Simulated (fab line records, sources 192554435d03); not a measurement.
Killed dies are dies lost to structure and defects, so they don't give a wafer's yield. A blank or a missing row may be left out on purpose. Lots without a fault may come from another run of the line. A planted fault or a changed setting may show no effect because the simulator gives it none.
A struck lot beside a sound one | flow n5_finfet | 14 steps out of a route of 1938
Sound: wafers L360.1, L360.2, L360.5. Struck: wafers L355.2, L355.3, L355.5. The cause comes at the end.
At each step with rows: each side's tool, then ch and its chambers, then its first start. Under that, the readings that differ: sound wafers | struck wafers | difference of the means | sigmas: that difference in standard deviations of wafers without a fault.
alike: readings whose means differ by less than 2 such deviations, and words and numbers that are the same on both sides. not compared: withheld readings, readings that some wafer has no value for, bounds like >300 that may hide the same value, and numbers for which the record gives no deviation and whose values overlap.
The two part at a step that has a row with sigmas, a row that says differs or no value, or rows on one side only. Numbers that don't overlap but have no deviation are shown without sigmas and don't part them. A reading that every wafer of one side lacks parts them only if that side has two wafers or more.

N5_BEOL_M2_ILD_DEP_00: deposits SiOC from DEMS/O2, target thk 79 nm, time 15.3 s.
  sound on pecvd-02 ch 1,2, day 10 07:26; struck on pecvd-01 ch 1,2, day 9 04:14
  alike: heater_power_w, showerhead_plenum_p_Torr, showerhead_vpp_V, throttle_valve_pct
N5_BEOL_M2_THK_MEAS_01:
  sound on film_metro-02, day 10 07:30; struck on film_metro-01, day 9 04:18
  alike: M2_ILD_THK
N5_BEOL_M2_PECVD_72: deposits SiO2 from TEOS/O2, target thk 16 nm, time 18 s.
  sound on pecvd-01 ch 0,2, day 10 07:32; struck on pecvd-02 ch 1,2, day 9 04:20
  alike: heater_power_w, showerhead_plenum_p_Torr, showerhead_vpp_V, throttle_valve_pct
N5_BEOL_M2_HM_DEP_02: deposits TiN, target thk 20 nm.
  sound on pvd_sputter-02, day 10 08:07; struck on pvd_sputter-03, day 9 05:21
  alike: throttle_valve_pct
then, 8 steps without rows for these wafers: N5_BEOL_M2_COAT_61 (time 60 s, resist thk 60 nm); N5_BEOL_M2_COAT_62 (time 60 s, resist thk 12 nm); N5_BEOL_M2_COAT_73 (time 60 s, resist thk 5 nm); N5_BEOL_M2_COAT_05 (resist thk 30 nm); N5_BEOL_M2_EBR_07; N5_BEOL_M2_SOFTBAKE_06 (time 60 s); N5_BEOL_M2_EXPOSE_08 (exposes mask M2); N5_BEOL_M2_PEB_09 (peb time 60 s).
N5_BEOL_M2_DEVELOP_10: develop time 30 s.
  sound on litho_track-01 ch 0, day 10 08:34; struck on litho_track-04, day 9 05:41
  no value came back on the struck wafers for chill_plate_temp_C (C), develop_time_s (s); on the sound wafers chill_plate_temp_C (C) reads 22.99 23.04 23.04
  reading                                      | sound          | struck   | difference | sigmas
  model.CAR-EUV_of_BEOL_M2_COAT_05.thk_nm (nm) | 29.8 29.8 29.6 | 30 30 30 | +0         |
N5_BEOL_M2_CD_MEAS_11: target cd 16.79 nm.
  sound on cd_sem-03 ch 0, day 10 08:38; struck on cd_sem-01 ch 0, day 9 05:44
  reading    | sound             | struck | difference                    | sigmas
  cd_nm (nm) | 16.83 16.52 16.74 | - - -  | no value on the struck wafers |

WHERE THEY PART
First at N5_BEOL_M2_DEVELOP_10; last, within this record, at N5_BEOL_M2_CD_MEAS_11.

WHY: what the simulator had put in
Skipped step whole: litho_track-04, from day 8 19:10 on, at N5_BEOL_M2_DEVELOP_10. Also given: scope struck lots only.
